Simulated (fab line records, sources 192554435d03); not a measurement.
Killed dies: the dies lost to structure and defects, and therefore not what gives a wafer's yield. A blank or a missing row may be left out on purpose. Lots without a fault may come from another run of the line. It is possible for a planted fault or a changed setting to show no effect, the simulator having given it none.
fab line records + flow n5Finfet
record
- lots=5
- wafers=15
- lastDay=17
route steps=1938 shown BEOL_M2@895
lots that met no fault: from a run of the same line without faults
startH: hours from the record's opening day to when the first of the lot's shown wafers began + waitH: hours since the lot's step before + " unchanged from the row above + L1.1+2: one row covering several wafers at once + - either no value or no given start + * or withheld: withheld + < > ~ a bound
route shown NAME@n: a module of which the file shows steps, and the number in the route of the first + usual: the fault-free wafers' mean and standard deviation + same: alike in all rows + chamber/n: place in a boat + sites: the reading at each site + _std_site: how widely they spread, as a standard deviation + _edge_site: the outer-site mean with the inner-site mean subtracted + radiusMm: how far each site lies from the wafer's centre + mask NAME#n: copy n + behind: the tool/chamber that last shaped the wafer + hold: why the lot was held/for how many hours/how that ended + device: transistor that didn't switch, given as n, p or np + end of line: the route-end tests of the same wafers + a step without rows: its recipe alone + killed: dies that structure and defects cost at the first sort, which is not the same as the wafer's yield + map: shows each die of a wafer: x if killed, . if not, _ if none is there
set.NAME: the setting as run; set.NAME@STEP: as run at that earlier step + model.NAME: the simulator's own value behind a step, which no gauge read
lots seen at some steps along the route; tables by step, rows by wafer
services: a tool's chamber out of use, with start hour (startH, from the record's first day; less than 0 if before it), hours out, and reason
## steps
# step N5_BEOL_M2_SRD_40
# recipe
- timeS=30
- tempC=23
- rinseLiquid=diw
- dry=ipaMarangoni
| lot.wafer  | tool        | chamber | startH | waitH |
|------------|-------------|---------|--------|-------|
| L076.1+2+3 | wetBench-05 | 7,2,6   | 153.04 | 0.0   |
| L080.2+5+6 | wetBench-06 | 3,4,6   | 178.52 | 0.0   |
| L081.1+3+5 | wetBench-06 | 1,5,4   | 186.83 | 0.0   |
| L095.1+4+5 | wetBench-06 | 7,4,1   | 262.91 | 0.0   |
| L097.1+2+5 | wetBench-06 | 4,3,7   | 273.05 | 0.0   |
# step N5_BEOL_M2_PRECLEAN_42
# recipe
- chemistry=residueRemover
- timeS=60
- tempC=40
| lot.wafer  | tool        | chamber | startH | waitH |
|------------|-------------|---------|--------|-------|
| L076.1+2+3 | wetBench-05 | 7,2,6   | 153.06 | 0.0   |
| L080.2+5+6 | wetBench-06 | 3,4,6   | 178.53 | 0.0   |
| L081.1+3+5 | wetBench-06 | 1,5,4   | 186.85 | 0.0   |
| L095.1+4+5 | wetBench-06 | 7,4,1   | 262.93 | 0.0   |
| L097.1+2+5 | wetBench-06 | 4,3,7   | 273.07 | 0.0   |
# step N5_BEOL_M2_SRD_43
# recipe
- timeS=30
- tempC=23
- rinseLiquid=diw
- dry=ipaMarangoni
| lot.wafer  | tool        | chamber | startH | waitH |
|------------|-------------|---------|--------|-------|
| L076.1+2+3 | wetBench-05 | 7,2,6   | 153.08 | 0.0   |
| L080.2+5+6 | wetBench-06 | 3,4,6   | 178.55 | 0.0   |
| L081.1+3+5 | wetBench-06 | 1,5,4   | 186.87 | 0.0   |
| L095.1+4+5 | wetBench-06 | 7,4,1   | 262.95 | 0.0   |
| L097.1+2+5 | wetBench-06 | 4,3,7   | 273.09 | 0.0   |
# step N5_BEOL_M2_CD_MEAS_35
# recipe
- targetCdNm=18
- targetCdYNm=22.2
- polarity=opening
# usual
- cdNm=18.0/0.31
| lot.wafer | tool     | chamber | startH | waitH | cdNm |
|-----------|----------|---------|--------|-------|------|
| L076.1    | cdSem-02 | -       | 153.12 | 0.0   | 18.2 |
| L076.2    | "        | -       | "      | "     | 17.5 |
| L076.3    | "        | -       | "      | "     | 17.9 |
| L080.2    | cdSem-01 | -       | 178.59 | 0.0   | 17.6 |
| L080.5    | "        | -       | "      | "     | 17.7 |
| L080.6    | "        | -       | "      | "     | 18.4 |
| L081.1    | cdSem-01 | -       | 186.91 | 0.0   | 17.6 |
| L081.3    | "        | -       | "      | "     | 18.0 |
| L081.5    | "        | -       | "      | "     | 18.1 |
| L095.1    | cdSem-03 | -       | 262.99 | 0.0   | 18.0 |
| L095.4    | "        | -       | "      | "     | 18.3 |
| L095.5    | "        | -       | "      | "     | 18.1 |
| L097.1    | cdSem-02 | -       | 273.13 | 0.0   | 18.6 |
| L097.2    | "        | -       | "      | "     | 17.5 |
| L097.5    | "        | -       | "      | "     | 17.6 |
# step N5_BEOL_M2_DEGAS_44
# recipe
- ambient=vacuum
- tempC=250
- timeS=60
# usual
- heaterPowerW=315/16
| lot.wafer | tool          | chamber | startH | waitH | heaterPowerW |
|-----------|---------------|---------|--------|-------|--------------|
| L076.1    | pvdSputter-01 | -       | 153.62 | 0.5   | 307          |
| L076.2    | "             | -       | "      | "     | 319          |
| L076.3    | "             | -       | "      | "     | 329          |
| L080.2    | pvdSputter-01 | -       | 178.94 | 0.3   | 298          |
| L080.5    | "             | -       | "      | "     | 320          |
| L080.6    | "             | -       | "      | "     | 302          |
| L081.1    | pvdSputter-03 | -       | 188.69 | 1.8   | 347          |
| L081.3    | "             | -       | "      | "     | 307          |
| L081.5    | "             | -       | "      | "     | 308          |
| L095.1    | pvdSputter-03 | -       | 263.19 | 0.2   | 308          |
| L095.4    | "             | -       | "      | "     | 307          |
| L095.5    | "             | -       | "      | "     | 314          |
| L097.1    | pvdSputter-03 | -       | 274.99 | 1.9   | 345          |
| L097.2    | "             | -       | "      | "     | 309          |
| L097.5    | "             | -       | "      | "     | 307          |
# step N5_BEOL_M2_PRE_CLEAN_45
# recipe
- gas=H2/He
- timeS=30
- tempC=250
# usual
- heaterPowerW=316/15
| lot.wafer | tool          | chamber | startH | waitH | heaterPowerW |
|-----------|---------------|---------|--------|-------|--------------|
| L076.1    | pvdSputter-01 | -       | 153.66 | 0.0   | 301          |
| L076.2    | "             | -       | "      | "     | 317          |
| L076.3    | "             | -       | "      | "     | 327          |
| L080.2    | pvdSputter-01 | -       | 178.98 | 0.0   | 314          |
| L080.5    | "             | -       | "      | "     | 319          |
| L080.6    | "             | -       | "      | "     | 309          |
| L081.1    | pvdSputter-03 | -       | 188.73 | 0.0   | 342          |
| L081.3    | "             | -       | "      | "     | 305          |
| L081.5    | "             | -       | "      | "     | 314          |
| L095.1    | pvdSputter-03 | -       | 263.23 | 0.0   | 312          |
| L095.4    | "             | -       | "      | "     | 312          |
| L095.5    | "             | -       | "      | "     | 313          |
| L097.1    | pvdSputter-03 | -       | 275.03 | 0.0   | 341          |
| L097.2    | "             | -       | "      | "     | 304          |
| L097.5    | "             | -       | "      | "     | 306          |
# step N5_BEOL_M2_ALD_84
# recipe
- material=TaN
- targetThkA=*
- tempC=275
- aldPrecursorFamily=PDMAT
- aldCoReactant=NH3
- pressureTorr=3
- carrierFlowSccm=1500
- pulseTimeS=2
- purgeTimeS=3
- coReactantPurgeTimeS=2
- coReactantPulseTimeS=3
- aldCycles=30
- precursorVesselTempC=75
- precursorVesselPressureTorr=26.25
- precursorVesselCarrierSccm=1000
# usual
- heaterPowerW=421/42
- precursorVesselTempC=75.02/0.11
| lot.wafer | tool        | chamber | startH | waitH | heaterPowerW | precursorVesselTempC |
|-----------|-------------|---------|--------|-------|--------------|----------------------|
| L076.1    | aldMetal-03 | 0       | 153.73 | 0.1   | 404          | 75.14                |
| L076.2    | "           | 3       | "      | "     | 371          | 75.14                |
| L076.3    | "           | 1       | "      | "     | 372          | 75.02                |
| L080.2    | aldMetal-04 | 1       | 179.04 | 0.0   | 488          | 75.18                |
| L080.5    | "           | 0       | "      | "     | 466          | 74.99                |
| L080.6    | "           | 3       | "      | "     | 448          | 74.95                |
| L081.1    | aldMetal-04 | 0       | 188.80 | 0.0   | 475          | 75.02                |
| L081.3    | "           | 2       | "      | "     | 363          | 75.02                |
| L081.5    | "           | 3       | "      | "     | 445          | 74.92                |
| L095.1    | aldMetal-02 | 1       | 263.29 | 0.0   | 380          | 74.93                |
| L095.4    | "           | 2       | "      | "     | 407          | 74.95                |
| L095.5    | "           | 2       | "      | "     | 409          | 75.20                |
| L097.1    | aldMetal-02 | 0       | 275.09 | 0.0   | 411          | 74.92                |
| L097.2    | "           | 1       | "      | "     | 381          | 75.14                |
| L097.5    | "           | 3       | "      | "     | 454          | 74.90                |
# step N5_BEOL_M2_SURFACE_TREAT_85
# recipe
- gas=Ar
- timeS=*
- ionEnergyEv=*
- ionCurrentMaCm2=0.5
- pressureMtorr=*
- arFlowSccm=30
# usual
- throttleValvePct=*
| lot.wafer | tool          | chamber | startH | waitH | throttleValvePct |
|-----------|---------------|---------|--------|-------|------------------|
| L076.1    | pvdSputter-01 | -       | 154.12 | 0.3   | *                |
| L076.2    | "             | -       | "      | "     | *                |
| L076.3    | "             | -       | "      | "     | *                |
| L080.2    | pvdSputter-03 | -       | 179.34 | 0.2   | *                |
| L080.5    | "             | -       | "      | "     | *                |
| L080.6    | "             | -       | "      | "     | *                |
| L081.1    | pvdSputter-03 | -       | 189.19 | 0.3   | *                |
| L081.3    | "             | -       | "      | "     | *                |
| L081.5    | "             | -       | "      | "     | *                |
| L095.1    | pvdSputter-03 | -       | 263.74 | 0.4   | *                |
| L095.4    | "             | -       | "      | "     | *                |
| L095.5    | "             | -       | "      | "     | *                |
| L097.1    | pvdSputter-03 | -       | 275.33 | 0.1   | *                |
| L097.2    | "             | -       | "      | "     | *                |
| L097.5    | "             | -       | "      | "     | *                |
## services
| tool        | chamber | startH | hours | kind   |
|-------------|---------|--------|-------|--------|
| aldMetal-03 | 0       | 184.81 | 18.2  | repair |
## key
fault none
